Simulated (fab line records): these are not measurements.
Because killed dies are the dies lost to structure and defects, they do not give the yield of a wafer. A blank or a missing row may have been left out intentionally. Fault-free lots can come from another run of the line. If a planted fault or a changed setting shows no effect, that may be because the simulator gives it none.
fab line records	flow nand_harc
record lots=24	wafers=72	last_day=33
route steps=1302 shown A_STAIRCASE@747
lots untouched by any fault: they come from a run of this same line in which no faults occurred
start_h: hours from the record's opening day to when the first of the lot's shown wafers began	wait_h: how many hours have passed since the lot's step before this one	" as in the row above	L1.1+2: a row that stands for several wafers	- value missing, or start not given	* or withheld: withheld	< > ~ a bound
route shown NAME@n: a module of which the file shows steps, and the number in the route of the first	usual: average and standard deviation across the fault-free wafers	same: alike in all rows	chamber/n: place in a boat	sites: readings site by site	_std_site: the values' standard deviation	_edge_site: the outer-site mean with the inner-site mean subtracted	radius_mm: how far each site lies from the wafer's centre	mask NAME#n: copy n	behind: the most recent tool/chamber to have shaped the wafer	hold: why the lot went on hold/how many hours it stayed there/how the hold came to an end	device: names the non-switching transistor (n, p or np)	end of line: at the end of the route, the tests of the same wafers	step lacking rows: just its recipe	killed: dies lost to structure and defects at the first sort, not the wafer's yield	map: a wafer's dies, marking killed ones x, the rest . and places with no die _
set.NAME: setting as actually run; set.NAME@STEP: the setting as run at that earlier step	model.NAME: the simulator's own value behind a step, which no gauge read
route steps across a sampled set of lots; one table per step, one row per wafer
services: the hour from which a tool's chamber was out of use, counted from the record's first day as start_h (under 0 if before that day), plus the number of hours and why
## steps
# step NHARC_A_STAIRCASE_TRIM_233
# recipe time_s=211.2	o2_flow_sccm=500	ar_flow_sccm=0	bias_w=0	chemistry=O2
# usual drypump_motor_current_A=5.9/0.43	mfc_ar_sccm=0.004/0.0085	o2_flow_sccm=499.7/1.5	oes_product_au=1.004/0.01	rf_vpp_V=57.8/0.84	showerhead_plenum_p_Torr=3.51/0.13	throttle_valve_pct=17.036/0.0094
lot.wafer	tool	chamber	start_h	wait_h	drypump_motor_current_A	mfc_ar_sccm	o2_flow_sccm	oes_product_au	rf_hours_counter_h	rf_vpp_V	showerhead_plenum_p_Torr	throttle_valve_pct
L074.3	rie_diel-11	1	-	-	6.4	0	497.9	1.012	33	57.8	3.61	17.028
L074.2	"	3	"	"	6.3	0.027	498.0	1.008	35	57.9	3.63	17.050
L074.5	"	0	"	"	5.3	0	501.0	1.001	-	57.4	3.75	17.041
L075.2	rie_diel-10	2	-	-	5.5	0	499.7	1.009	38	56.8	3.30	17.036
L075.3	"	3	"	"	6.2	0	500.8	1.001	42	59.4	3.58	17.033
L075.5	"	3	"	"	6.2	0	499.1	1.010	-	58.6	3.58	17.040
L076.3	rie_diel-10	0	-	-	6.3	0.019	498.5	0.991	40	57.5	3.49	17.037
L076.6	"	2	"	"	5.5	0	501.1	1.009	-	58.7	3.30	17.037
L076.5	"	3	"	"	6.1	0	499.4	1.008	-	58.1	3.58	17.027
L077.2	rie_diel-07	3	-	-	6.0	0.009	502.2	1.007	28	56.2	3.48	17.033
L077.4	"	0	"	"	5.1	0	498.3	0.994	19	59.9	3.46	17.016
L077.6	"	1	"	"	6.3	0	498.8	0.999	-	57.5	3.54	17.038
L078.4	rie_diel-07	2	-	-	5.8	0	497.7	0.988	31	56.6	3.32	17.016
L078.3	"	3	"	"	6.0	0.009	498.4	1.003	29	57.2	3.47	17.042
L078.5	"	1	"	"	6.3	0	500.4	0.998	-	57.4	3.54	17.034
L079.2	rie_diel-11	1	-	-	6.4	0	501.6	1.014	51	57.5	3.60	17.038
L079.5	"	1	"	"	6.4	0	500.0	1.010	-	56.8	3.60	17.048
L079.6	"	2	"	"	5.6	0	502.7	1.016	-	56.2	3.39	17.027
L080.4	rie_diel-11	1	-	-	6.4	0	497.8	1.011	56	57.4	3.59	17.036
L080.3	"	2	"	"	5.6	0	499.7	1.004	52	57.3	3.39	17.057
L080.6	"	0	"	"	5.3	0	499.9	1.009	-	57.3	3.74	17.041
L082.2	rie_diel-10	3	-	-	6.1	0	498.4	1.011	3	57.2	3.57	17.031
L082.4	"	2	"	"	5.5	0	501.8	1.019	3	59.2	3.81	17.039
L082.5	"	0	"	"	6.3	0.019	500.7	1.024	-	58.1	3.48	17.033
L081.4	rie_diel-07	1	-	-	6.3	0	500.3	0.991	43	57.6	3.53	17.028
L081.2	"	2	"	"	5.8	0	498.8	0.981	48	58.5	3.31	17.038
L081.6	"	3	"	"	6.0	0.009	499.2	1.013	-	57.8	3.47	17.025
L084.3	rie_diel-10	1	-	-	6.1	0	498.9	0.983	5	57.8	3.43	17.040
L084.6	"	3	"	"	6.1	0	499.0	1.000	-	58.6	3.56	17.044
L084.4	"	1	"	"	6.1	0	500.2	0.996	-	58.2	3.43	17.044
L083.2	rie_diel-11	1	-	-	6.4	0	500.2	1.016	3	59.5	3.59	17.027
L083.4	"	2	"	"	5.6	0	498.6	0.996	4	57.6	3.38	17.042
L083.3	"	0	"	"	5.3	0	501.8	1.000	3	57.9	3.74	17.024
L085.2	rie_diel-07	0	-	-	5.1	0	499.1	0.997	39	55.7	3.45	17.033
L085.3	"	3	"	"	6.0	0.009	497.2	1.007	54	55.6	3.46	17.025
L085.5	"	1	"	"	6.3	0	497.8	1.003	-	58.6	3.53	17.035
L086.4	rie_diel-10	2	-	-	5.5	0	503.5	1.017	15	58.5	3.80	17.053
L086.5	"	0	"	"	6.3	0.019	499.6	1.008	-	56.9	3.48	17.012
L086.6	"	1	"	"	6.1	0	505.3	1.000	-	57.4	3.43	17.045
L088.3	rie_diel-11	0	-	-	5.3	0	501.9	0.997	16	58.0	3.73	17.027
L088.2	"	2	"	"	5.6	0	499.5	0.995	17	57.7	3.37	17.033
L088.6	"	0	"	"	5.3	0	499.5	0.997	-	58.0	3.73	17.051
L087.3	rie_diel-07	1	-	-	6.3	0	501.6	0.988	7	59.5	3.52	17.049
L087.4	"	2	"	"	5.8	0	499.1	0.987	5	58.1	3.30	17.019
L087.6	"	0	"	"	5.1	0	497.9	0.993	-	57.9	3.44	17.036
L089.2	rie_diel-10	2	-	-	5.5	0	501.2	1.016	24	58.3	3.79	17.029
L089.4	"	3	"	"	6.2	0	500.3	1.029	21	56.9	3.56	17.039
L089.3	"	0	"	"	6.3	0.019	501.0	1.002	23	57.5	3.47	17.047
L090.4	rie_diel-11	3	-	-	6.3	0.027	499.5	1.000	25	58.3	3.60	17.026
L090.6	"	3	"	"	6.3	0.027	500.1	1.002	-	57.8	3.60	17.026
L090.5	"	0	"	"	5.3	0	497.5	1.010	-	59.1	3.72	17.043
L091.3	rie_diel-07	1	-	-	6.3	0	498.7	1.003	18	58.2	3.52	17.024
L091.4	"	3	"	"	6.0	0.009	498.1	0.982	13	57.6	3.45	17.036
L091.5	"	2	"	"	5.8	0	499.6	0.999	-	57.2	3.29	17.045
L092.4	rie_diel-10	2	-	-	5.5	0	500.3	1.020	35	59.0	3.79	17.041
L092.3	"	1	"	"	6.1	0	500.4	0.999	38	57.6	3.42	17.038
L092.5	"	3	"	"	6.1	0	498.5	1.020	-	56.9	3.55	17.020
L093.1	rie_diel-07	3	-	-	6.1	0.009	497.0	0.979	18	57.7	3.45	17.028
L093.5	"	0	"	"	5.1	0	500.7	0.993	-	56.6	3.44	17.028
L093.6	"	1	"	"	6.3	0	498.9	1.001	-	58.1	3.52	17.057
L094.3	rie_diel-07	1	-	-	6.3	0	500.6	0.998	23	58.9	3.52	17.020
L094.1	"	2	"	"	5.8	0	500.4	0.991	21	56.3	3.29	17.032
L094.6	"	1	"	"	6.3	0	499.6	0.998	-	57.5	3.52	17.037
L095.4	rie_diel-11	2	-	-	5.5	0	499.6	0.994	39	58.0	3.36	17.044
L095.1	"	0	"	"	5.3	0	498.2	0.998	43	56.1	3.71	17.038
L095.5	"	1	"	"	6.4	0	499.2	1.022	-	57.3	3.57	17.049
L096.2	rie_diel-11	0	-	-	5.3	0	499.6	1.026	44	59.2	3.71	17.024
L096.4	"	1	"	"	6.4	0	496.9	1.016	43	56.8	3.57	17.017
L096.5	"	0	"	"	5.3	0	499.7	1.011	-	57.4	3.71	17.036
L097.3	rie_diel-10	3	-	-	6.2	0	496.5	1.006	49	58.3	3.54	17.062
L097.1	"	0	"	"	6.3	0.019	500.2	1.007	51	58.5	3.46	17.027
L097.5	"	0	"	"	6.3	0.019	501.8	1.007	-	58.9	3.46	17.038
# step NHARC_A_STAIRCASE_ETCH_253
# recipe target_depth_a=500	time_s=20.2	ion_energy_ev=400	c4f8_flow_sccm=20	o2_flow_sccm=10	ar_flow_sccm=withheld	rf_w=600	bias_w=1000	chemistry=C4F8/O2
# usual oes_product_au=0.957/0.019	rf_vpp_V=895/4.6
lot.wafer	tool	chamber	start_h	wait_h	oes_product_au	rf_hours_counter_h	rf_vpp_V
L074.3	rie_diel-07	0	367.91	0.1	0.960	12	894
L074.2	"	1	"	"	0.951	22	897
L074.5	"	3	"	"	0.975	-	895
L075.2	rie_diel-11	2	370.57	0.1	0.965	38	890
L075.3	"	3	"	"	0.953	39	901
L075.5	"	2	"	"	0.971	-	891
L076.3	rie_diel-07	3	372.39	0.1	0.963	22	895
L076.5	"	2	"	"	0.948	-	889
L076.6	"	3	"	"	0.971	-	894
L077.4	rie_diel-10	2	405.61	0.1	0.947	54	887
L077.2	"	0	"	"	0.924	51	895
L077.6	"	2	"	"	0.935	-	886
L078.3	rie_diel-07	0	406.86	0.1	0.931	19	893
L078.4	"	3	"	"	0.934	29	896
L078.5	"	1	"	"	0.915	-	897
L079.2	rie_diel-07	1	411.53	0.1	0.951	30	895
L079.5	"	3	"	"	0.958	-	894
L079.6	"	0	"	"	0.957	-	893
L080.4	rie_diel-07	0	427.07	0.1	0.979	24	892
L080.3	"	2	"	"	0.961	39	887
L080.6	"	1	"	"	0.962	-	897
L082.4	rie_diel-07	1	445.53	0.1	0.945	43	896
L082.2	"	0	"	"	0.948	33	895
L082.5	"	1	"	"	0.950	-	897
L081.2	rie_diel-07	2	446.08	0.1	0.975	49	887
L081.4	"	3	"	"	0.967	47	893
L081.6	"	3	"	"	0.977	-	894
L084.3	rie_diel-11	3	456.50	0.1	0.981	4	900
L084.4	"	1	"	"	0.978	3	899
L084.6	"	3	"	"	0.977	-	899
L083.2	rie_diel-10	0	457.16	0.1	0.988	7	893
L083.4	"	1	"	"	0.955	7	893
L083.3	"	3	"	"	0.982	7	899
L085.3	rie_diel-11	2	473.59	0.2	0.935	12	891
L085.2	"	0	"	"	0.929	10	902
L085.5	"	2	"	"	0.930	-	891
L086.4	rie_diel-10	3	479.85	1.1	0.958	14	897
L086.6	"	2	"	"	0.987	-	905
L086.5	"	3	"	"	0.960	-	896
L088.3	rie_diel-11	0	504.07	0.1	0.983	17	903
L088.2	"	3	"	"	0.951	17	900
L088.6	"	1	"	"	0.988	-	897
L087.4	rie_diel-11	1	504.35	0.1	0.954	17	897
L087.3	"	3	"	"	0.965	17	898
L087.6	"	2	"	"	0.952	-	892
L089.2	rie_diel-11	0	512.58	0.1	0.975	18	903
L089.3	"	1	"	"	0.980	19	897
L089.4	"	2	"	"	0.964	20	889
L090.4	rie_diel-07	0	530.48	0.1	0.961	15	892
L090.6	"	0	"	"	0.958	-	893
L090.5	"	1	"	"	0.983	-	895
L091.4	rie_diel-10	3	538.66	0.1	0.952	33	896
L091.3	"	0	"	"	0.946	36	894
L091.5	"	0	"	"	0.932	-	893
L092.3	rie_diel-07	2	545.15	0.2	0.936	19	888
L092.4	"	3	"	"	0.940	18	894
L092.5	"	0	"	"	0.935	-	893
L093.1	rie_diel-11	0	548.44	0.1	0.936	36	903
L093.5	"	2	"	"	0.923	-	892
L093.6	"	3	"	"	0.927	-	899
L094.1	rie_diel-10	0	555.46	0.1	0.967	41	894
L094.3	"	3	"	"	0.985	40	896
L094.6	"	0	"	"	0.971	-	894
L095.1	rie_diel-07	0	573.80	0.1	0.954	31	893
L095.5	"	2	"	"	0.964	-	886
L095.4	"	3	"	"	0.949	-	895
L096.4	rie_diel-11	3	580.38	0.1	0.964	42	899
L096.2	"	1	"	"	0.947	44	898
L096.5	"	0	"	"	0.960	-	902
L097.1	rie_diel-10	3	588.10	0.1	0.967	50	897
L097.3	"	1	"	"	0.963	56	891
L097.5	"	0	"	"	0.968	-	896
# step NHARC_A_STAIRCASE_DEP_259
# recipe target_thk_a=300	target_thk_nm=30	temp_c=400	pressure_torr=3.5	flow_sccm=200	rf_w=350	material=SiON
# usual heater_power_w=808/100
lot.wafer	tool	chamber	start_h	wait_h	heater_power_w
L074.3	pecvd-04	1	372.87	1.2	743
L074.2	"	2	"	"	1037
L074.5	"	2	"	"	1024
L075.2	pecvd-01	2	374.49	1.3	850
L075.3	"	0	"	"	776
L075.5	"	1	"	"	778
L076.3	pecvd-01	1	376.93	1.0	698
L076.5	"	2	"	"	863
L076.6	"	0	"	"	798
L077.2	pecvd-01	0	410.70	1.5	759
L077.4	"	2	"	"	838
L077.6	"	0	"	"	797
L078.3	pecvd-01	0	412.37	1.0	722
L078.4	"	2	"	"	880
L078.5	"	0	"	"	709
L079.2	pecvd-04	2	414.28	1.2	1057
L079.6	"	2	"	"	1031
L079.5	"	0	"	"	702
L080.3	pecvd-01	1	432.21	1.0	714
L080.4	"	0	"	"	783
L080.6	"	1	"	"	715
L082.2	pecvd-04	2	448.28	1.2	1002
L082.5	"	0	"	"	726
L082.4	"	1	"	"	822
L081.2	pecvd-03	2	448.83	1.3	767
L081.4	"	2	"	"	772
L081.6	"	0	"	"	640
L084.3	pecvd-03	2	460.86	1.0	755
L084.6	"	1	"	"	879
L084.4	"	2	"	"	786
L083.2	pecvd-01	0	461.42	1.3	760
L083.3	"	1	"	"	802
L083.4	"	1	"	"	824
L085.2	pecvd-01	0	477.16	1.3	672
L085.3	"	2	"	"	769
L085.5	"	0	"	"	699
L086.5	pecvd-03	2	482.69	0.4	693
L086.6	"	0	"	"	661
L086.4	"	1	"	"	859
L088.2	pecvd-04	2	506.93	1.3	944
L088.3	"	1	"	"	838
L088.6	"	2	"	"	949
L087.3	pecvd-01	1	507.18	1.0	879
L087.4	"	1	"	"	873
L087.6	"	2	"	"	757
L089.2	pecvd-03	0	515.36	1.3	683
L089.3	"	1	"	"	898
L089.4	"	1	"	"	858
L090.6	pecvd-03	0	533.53	0.3	654
L090.4	"	1	"	"	799
L090.5	"	2	"	"	734
L091.3	pecvd-04	2	543.65	1.0	995
L091.4	"	1	"	"	874
L091.5	"	2	"	"	989
L092.3	pecvd-04	0	549.63	1.0	801
L092.4	"	1	"	"	784
L092.5	"	2	"	"	1021
L093.1	pecvd-04	1	551.51	1.6	918
L093.6	"	0	"	"	727
L093.5	"	1	"	"	905
L094.1	pecvd-04	2	560.17	1.5	988
L094.3	"	1	"	"	768
L094.6	"	2	"	"	963
L095.1	pecvd-04	1	576.63	1.6	818
L095.4	"	2	"	"	847
L095.5	"	1	"	"	829
L096.2	pecvd-04	0	585.52	1.3	719
L096.4	"	2	"	"	1021
L096.5	"	0	"	"	716
L097.1	pecvd-04	1	590.89	1.6	876
L097.3	"	0	"	"	707
L097.5	"	1	"	"	894
# step NHARC_A_STAIRCASE_STRIP_316
# recipe o2_flow_sccm=500	ar_flow_sccm=0	bias_w=0	chemistry=O2
# usual drypump_motor_current_A=5.9/0.43	mfc_ar_sccm=0.005/0.0085	o2_flow_sccm=499.9/1.5	oes_product_au=1.004/0.01	rf_vpp_V=57.8/0.87	showerhead_plenum_p_Torr=3.50/0.14	throttle_valve_pct=17.037/0.0085
lot.wafer	tool	chamber	start_h	wait_h	drypump_motor_current_A	mfc_ar_sccm	o2_flow_sccm	oes_product_au	rf_hours_counter_h	rf_vpp_V	showerhead_plenum_p_Torr	throttle_valve_pct
L074.2	rie_diel-10	1	-	-	6.1	0	501.0	0.996	34	57.7	3.44	17.043
L074.3	"	3	"	"	6.2	0	502.3	1.012	48	57.8	3.58	17.048
L074.5	"	0	"	"	6.3	0.019	500.3	0.998	-	59.2	3.49	17.020
L075.3	rie_diel-07	3	-	-	6.0	0.009	502.0	1.011	25	59.2	3.48	17.045
L075.2	"	1	"	"	6.3	0	500.7	0.998	26	57.3	3.54	17.040
L075.5	"	3	"	"	6.0	0.009	500.6	1.007	-	58.0	3.48	17.025
L076.3	rie_diel-07	1	-	-	6.3	0	499.4	0.989	26	58.5	3.54	17.027
L076.6	"	3	"	"	6.0	0.009	499.0	1.002	-	57.0	3.48	17.032
L076.5	"	0	"	"	5.1	0	503.0	1.003	-	57.6	3.46	17.036
L077.4	rie_diel-10	3	-	-	6.2	0	499.4	1.012	62	57.5	3.57	17.046
L077.2	"	1	"	"	6.2	0	499.4	0.994	47	56.2	3.44	17.051
L077.6	"	2	"	"	5.5	0	498.4	1.007	-	57.0	3.29	17.041
L078.3	rie_diel-07	0	-	-	5.1	0	502.0	0.991	24	56.8	3.46	17.034
L078.4	"	1	"	"	6.3	0	498.2	0.995	35	57.3	3.54	17.043
L078.5	"	0	"	"	5.1	0	501.9	1.002	-	55.7	3.46	17.045
L079.2	rie_diel-11	1	-	-	6.4	0	502.2	1.012	57	57.3	3.59	17.041
L079.6	"	2	"	"	5.5	0	501.2	1.001	-	57.7	3.39	17.026
L079.5	"	3	"	"	6.3	0.027	499.5	1.018	-	58.3	3.62	17.038
L080.4	rie_diel-11	2	-	-	5.6	0	499.9	1.005	1	58.7	3.38	17.043
L080.3	"	3	"	"	6.3	0.027	500.4	1.005	1	57.3	3.62	17.034
L080.6	"	0	"	"	5.3	0	499.9	1.005	-	57.9	3.74	17.033
L082.2	rie_diel-07	2	-	-	5.7	0	500.5	0.998	54	57.4	3.30	17.049
L082.4	"	2	"	"	5.8	0	500.9	0.985	-	58.0	3.30	17.036
L082.5	"	3	"	"	6.1	0.009	497.9	1.009	-	58.1	3.46	17.040
L081.4	rie_diel-10	2	-	-	5.5	0	501.0	1.030	8	57.8	3.80	17.045
L081.2	"	0	"	"	6.3	0.019	497.8	1.022	9	58.7	3.48	17.043
L081.6	"	2	"	"	5.5	0	500.1	1.023	-	60.6	3.80	17.020
L084.4	rie_diel-11	2	-	-	5.6	0	502.0	1.005	13	57.6	3.38	17.033
L084.3	"	1	"	"	6.4	0	498.0	1.022	12	57.9	3.58	17.028
L084.6	"	2	"	"	5.6	0	502.3	1.011	-	57.0	3.38	17.034
L083.4	rie_diel-11	2	-	-	5.5	0	499.0	1.001	13	57.6	3.38	17.038
L083.2	"	3	"	"	6.3	0.027	501.0	1.013	12	59.4	3.61	17.027
L083.3	"	0	"	"	5.3	0	499.2	1.002	11	58.1	3.73	17.036
L085.2	rie_diel-10	0	-	-	6.3	0.019	501.1	1.011	19	58.9	3.48	17.045
L085.3	"	1	"	"	6.1	0	499.1	0.990	22	58.6	3.42	17.041
L085.5	"	0	"	"	6.3	0.019	498.7	1.017	-	56.7	3.48	17.027
L086.4	rie_diel-11	1	-	-	6.4	0	498.8	1.009	18	58.5	3.58	17.027
L086.5	"	1	"	"	6.4	0	498.0	1.019	-	58.0	3.58	17.033
L086.6	"	2	"	"	5.6	0	498.2	0.997	-	57.5	3.37	17.037
L087.4	rie_diel-07	2	-	-	5.8	0	500.9	1.002	11	57.6	3.29	17.051
L087.3	"	0	"	"	5.1	0	500.7	0.997	13	57.9	3.44	17.040
L087.6	"	2	"	"	5.8	0	500.9	0.993	-	58.0	3.30	17.025
L088.2	rie_diel-11	0	-	-	5.3	0	498.9	0.992	27	57.8	3.72	17.038
L088.3	"	3	"	"	6.3	0.027	502.5	1.003	24	57.0	3.60	17.035
L088.6	"	1	"	"	6.4	0	499.0	1.017	-	57.1	3.57	17.020
L089.4	rie_diel-10	1	-	-	6.1	0	499.7	0.995	35	58.5	3.42	17.050
L089.3	"	2	"	"	5.5	0	495.7	1.001	32	58.3	3.79	17.039
L089.2	"	3	"	"	6.2	0	500.0	1.018	31	58.3	3.55	17.022
L090.4	rie_diel-07	3	-	-	6.1	0.009	499.3	0.993	19	57.8	3.45	17.034
L090.6	"	2	"	"	5.8	0	498.2	1.007	-	56.6	3.29	17.042
L090.5	"	3	"	"	6.0	0.009	499.9	0.997	-	56.4	3.45	17.032
L091.3	rie_diel-07	0	-	-	5.1	0	501.2	0.994	23	56.6	3.43	17.037
L091.4	"	2	"	"	5.8	0	502.1	0.996	21	57.0	3.29	17.035
L091.5	"	3	"	"	6.0	0.009	499.7	0.995	-	58.4	3.45	17.032
L093.1	rie_diel-11	2	-	-	5.5	0	499.4	1.010	37	57.7	3.36	17.054
L093.6	"	2	"	"	5.6	0	498.9	1.005	-	56.7	3.36	17.030
L093.5	"	3	"	"	6.3	0.027	500.0	0.995	-	58.5	3.60	17.040
L092.3	rie_diel-07	0	-	-	5.1	0	499.4	0.999	31	59.1	3.43	17.035
L092.4	"	2	"	"	5.7	0	502.5	1.002	-	58.4	3.29	17.027
L092.5	"	3	"	"	6.1	0.009	500.6	0.990	-	58.3	3.44	17.033
L094.3	rie_diel-07	2	-	-	5.8	0	498.7	0.985	29	57.0	3.29	17.037
L094.1	"	1	"	"	6.3	0	501.0	0.996	27	59.9	3.51	17.037
L094.6	"	3	"	"	6.1	0.009	496.1	0.996	-	57.3	3.44	17.055
L095.1	rie_diel-10	2	-	-	5.5	0	497.3	1.016	51	57.9	3.78	17.038
L095.4	"	3	"	"	6.2	0	500.0	1.005	51	57.5	3.54	17.025
L095.5	"	3	"	"	6.2	0	497.7	1.016	-	57.3	3.54	17.046
L096.4	rie_diel-10	1	-	-	6.2	0	499.6	0.993	59	57.4	3.40	17.033
L096.2	"	0	"	"	6.3	0.019	499.9	1.003	56	57.7	3.46	17.025
L096.5	"	1	"	"	6.1	0	500.2	0.995	-	57.9	3.40	17.034
L097.1	rie_diel-11	3	-	-	6.3	0.027	499.5	0.998	51	56.5	3.59	17.048
L097.3	"	2	"	"	5.6	0	497.6	1.013	47	58.7	3.36	17.038
L097.5	"	3	"	"	6.3	0.027	498.1	0.994	-	58.4	3.59	17.032
# step NHARC_A_STAIRCASE_DEP_151
# recipe target_thk_a=72000	temp_c=400	target_thk_nm=7200	teos_flow_sccm=200	rf_w=500	material=SiO2
# usual heater_power_w=685/100
lot.wafer	tool	chamber	start_h	wait_h	heater_power_w
L075.2	pecvd-04	2	401.86	0.4	960
L075.3	"	0	"	"	685
L075.5	"	0	"	"	600
L074.2	pecvd-01	1	402.01	0.5	671
L074.3	"	2	"	"	659
L074.5	"	1	"	"	635
L076.3	pecvd-01	2	411.38	0.6	668
L076.6	"	0	"	"	600
L076.5	"	2	"	"	656
L077.2	pecvd-04	2	442.38	0.4	821
L077.4	"	0	"	"	591
L077.6	"	1	"	"	622
L079.2	pecvd-01	0	442.52	0.5	747
L079.5	"	1	"	"	619
L079.6	"	0	"	"	598
L078.3	pecvd-03	0	442.57	0.6	623
L078.4	"	1	"	"	718
L078.5	"	0	"	"	496
L080.3	pecvd-03	0	461.68	0.4	563
L080.4	"	0	"	"	486
L080.6	"	1	"	"	728
L082.2	pecvd-03	1	479.42	0.6	905
L082.4	"	2	"	"	597
L082.5	"	1	"	"	737
L081.2	pecvd-04	1	479.43	0.6	863
L081.6	"	2	"	"	804
L081.4	"	1	"	"	708
L084.3	pecvd-04	1	488.72	0.4	796
L084.4	"	1	"	"	705
L084.6	"	0	"	"	602
L083.2	pecvd-01	2	488.82	0.5	740
L083.3	"	0	"	"	642
L083.4	"	2	"	"	663
L085.2	pecvd-03	1	517.11	0.4	824
L085.3	"	2	"	"	726
L085.5	"	1	"	"	721
L086.5	pecvd-01	0	517.40	0.7	586
L086.6	"	1	"	"	659
L086.4	"	2	"	"	642
L088.3	pecvd-04	1	537.66	0.5	692
L088.2	"	2	"	"	959
L088.6	"	1	"	"	710
L087.3	pecvd-01	0	537.66	0.5	580
L087.6	"	0	"	"	589
L087.4	"	1	"	"	667
L089.2	pecvd-01	1	543.70	0.5	787
L089.3	"	2	"	"	801
L089.4	"	0	"	"	586
L090.6	pecvd-03	0	566.02	0.7	481
L090.5	"	1	"	"	751
L090.4	"	2	"	"	645
L091.3	pecvd-01	2	573.25	0.4	804
L091.4	"	0	"	"	577
L091.5	"	1	"	"	670
L092.3	pecvd-01	1	584.93	0.4	807
L092.5	"	2	"	"	628
L092.4	"	0	"	"	577
L093.1	pecvd-03	1	585.11	0.6	741
L093.6	"	2	"	"	646
L093.5	"	1	"	"	748
L094.1	pecvd-01	2	590.82	0.4	674
L094.3	"	1	"	"	753
L094.6	"	2	"	"	637
L095.1	pecvd-01	0	607.87	0.4	577
L095.5	"	0	"	"	577
L095.4	"	2	"	"	626
L096.2	pecvd-03	0	616.02	0.6	557
L096.5	"	1	"	"	737
L096.4	"	0	"	"	479
L097.1	pecvd-04	2	619.40	0.4	882
L097.3	"	1	"	"	818
L097.5	"	0	"	"	594
# step NHARC_A_STAIRCASE_ETCH_444
# recipe target_depth_a=2.04e+05	time_s=6800	c4f8_flow_sccm=20	o2_flow_sccm=10	ar_flow_sccm=withheld	rf_w=600	bias_w=1000	chemistry=C4F8/O2
# usual oes_product_au=0.936/0.018	rf_vpp_V=806/4.3
lot.wafer	tool	chamber	start_h	wait_h	oes_product_au	rf_hours_counter_h	rf_vpp_V
L075.3	rie_diel-11	2	429.95	0.1	0.926	53	802
L075.2	"	0	"	"	0.910	57	814
L075.5	"	3	432.29	2.4	0.942	-	811
L074.3	rie_diel-07	0	430.88	0.6	0.929	25	805
L074.2	"	2	"	"	0.913	40	798
L074.5	"	0	"	"	0.930	-	804
L076.3	rie_diel-07	2	439.95	0.1	0.928	45	799
L076.5	"	2	441.84	1.9	0.927	-	799
L076.6	"	3	"	"	0.939	-	805
L078.3	rie_diel-11	1	470.49	0.1	0.958	9	808
L078.4	"	3	"	"	0.954	10	810
L078.5	"	1	"	"	0.965	-	810
L077.4	rie_diel-10	1	470.61	0.1	0.941	13	804
L077.2	"	0	472.01	1.5	0.967	12	805
L077.6	"	1	"	"	0.953	-	803
L079.2	rie_diel-07	1	470.75	0.5	0.934	49	808
L079.6	"	0	472.16	1.9	0.923	-	804
L079.5	"	1	"	"	0.932	-	807
L080.3	rie_diel-07	0	493.30	0.1	0.976	2	804
L080.4	"	1	"	"	0.961	3	807
L080.6	"	0	495.20	1.9	0.985	-	803
L082.4	rie_diel-07	0	513.85	0.1	0.980	10	805
L082.2	"	2	"	"	0.966	8	800
L082.5	"	0	"	"	0.987	-	806
L081.4	rie_diel-11	1	514.35	0.6	0.936	20	808
L081.2	"	2	"	"	0.918	21	801
L081.6	"	0	"	"	0.928	-	813
L083.3	rie_diel-10	3	520.36	0.1	0.932	26	807
L083.2	"	0	"	"	0.941	28	806
L083.4	"	2	"	"	0.936	28	815
L084.4	rie_diel-11	0	520.72	0.1	0.934	23	813
L084.3	"	1	"	"	0.937	24	807
L084.6	"	1	523.08	2.4	0.932	-	809
L085.2	rie_diel-11	3	542.15	0.1	0.924	29	809
L085.3	"	2	543.58	1.5	0.926	30	801
L085.5	"	3	"	"	0.928	-	809
L086.4	rie_diel-07	1	543.47	1.5	0.929	20	806
L086.6	"	2	"	"	0.930	-	799
L086.5	"	3	"	"	0.918	-	806
L088.2	rie_diel-07	3	563.28	0.1	0.967	21	805
L088.3	"	0	"	"	0.957	24	805
L088.6	"	0	565.65	2.4	0.958	-	806
L087.4	rie_diel-10	2	563.91	0.5	0.939	42	816
L087.3	"	0	"	"	0.937	44	804
L087.6	"	2	"	"	0.942	-	815
L089.2	rie_diel-07	2	567.44	0.1	0.926	24	799
L089.3	"	3	"	"	0.915	25	806
L089.4	"	2	569.36	2.0	0.925	-	799
L090.4	rie_diel-07	2	594.15	0.1	0.925	35	800
L090.6	"	2	596.07	2.0	0.922	-	799
L090.5	"	3	"	"	0.926	-	804
L091.4	rie_diel-11	0	594.78	0.5	0.936	50	812
L091.3	"	1	"	"	0.943	48	809
L091.5	"	0	596.67	2.4	0.935	-	813
L093.1	rie_diel-07	0	611.46	0.1	0.916	43	802
L093.5	"	0	613.37	2.0	0.929	-	805
L093.6	"	1	"	"	0.923	-	806
L092.4	rie_diel-11	2	611.46	0.1	0.930	49	801
L092.3	"	1	612.88	1.5	0.932	52	809
L092.5	"	3	"	"	0.912	-	808
L094.1	rie_diel-07	1	622.42	1.0	0.925	42	806
L094.3	"	2	"	"	0.919	44	800
L094.6	"	3	"	"	0.921	-	802
L095.4	rie_diel-07	3	636.93	0.1	0.923	51	805
L095.1	"	2	638.35	1.5	0.934	48	799
L095.5	"	0	"	"	0.941	-	803
L096.2	rie_diel-07	0	644.28	0.1	0.928	59	802
L096.4	"	3	645.70	1.5	0.926	57	804
L096.5	"	1	"	"	0.924	-	806
L097.3	rie_diel-10	2	645.44	1.0	0.961	6	814
L097.1	"	3	"	"	0.968	10	807
L097.5	"	0	"	"	0.957	-	804
## services
tool	chamber	start_h	hours	kind
rie_diel-07	2	347.87	6.1	repair
pecvd-01	1	349.43	6.8	repair
rie_diel-11	-	351.69	0.6	repair
rie_diel-10	1	355.09	12.8	repair
pecvd-01	0	388.29	16.3	repair
rie_diel-11	2	395.11	2.1	repair
rie_diel-10	-	425.53	9.0	pm
pecvd-01	2	426.75	20.4	repair
rie_diel-11	-	434.90	9.0	pm
rie_diel-10	2	450.87	4.9	repair
rie_diel-07	-	453.36	0.3	repair
rie_diel-07	1	458.45	2.3	repair
rie_diel-07	1	461.42	3.5	repair
rie_diel-07	-	473.11	9.0	pm
pecvd-01	2	480.87	1.7	repair
pecvd-01	-	492.80	13.0	pm
rie_diel-10	2	582.99	5.5	repair
pecvd-01	-	598.77	1.1	repair
rie_diel-10	-	602.53	9.0	pm
rie_diel-11	-	614.31	9.0	pm
rie_diel-10	2	621.33	14.7	repair
rie_diel-07	2	632.19	1.4	repair
rie_diel-11	1	633.94	10.6	repair
pecvd-01	-	642.47	0.8	repair
## key
fault none
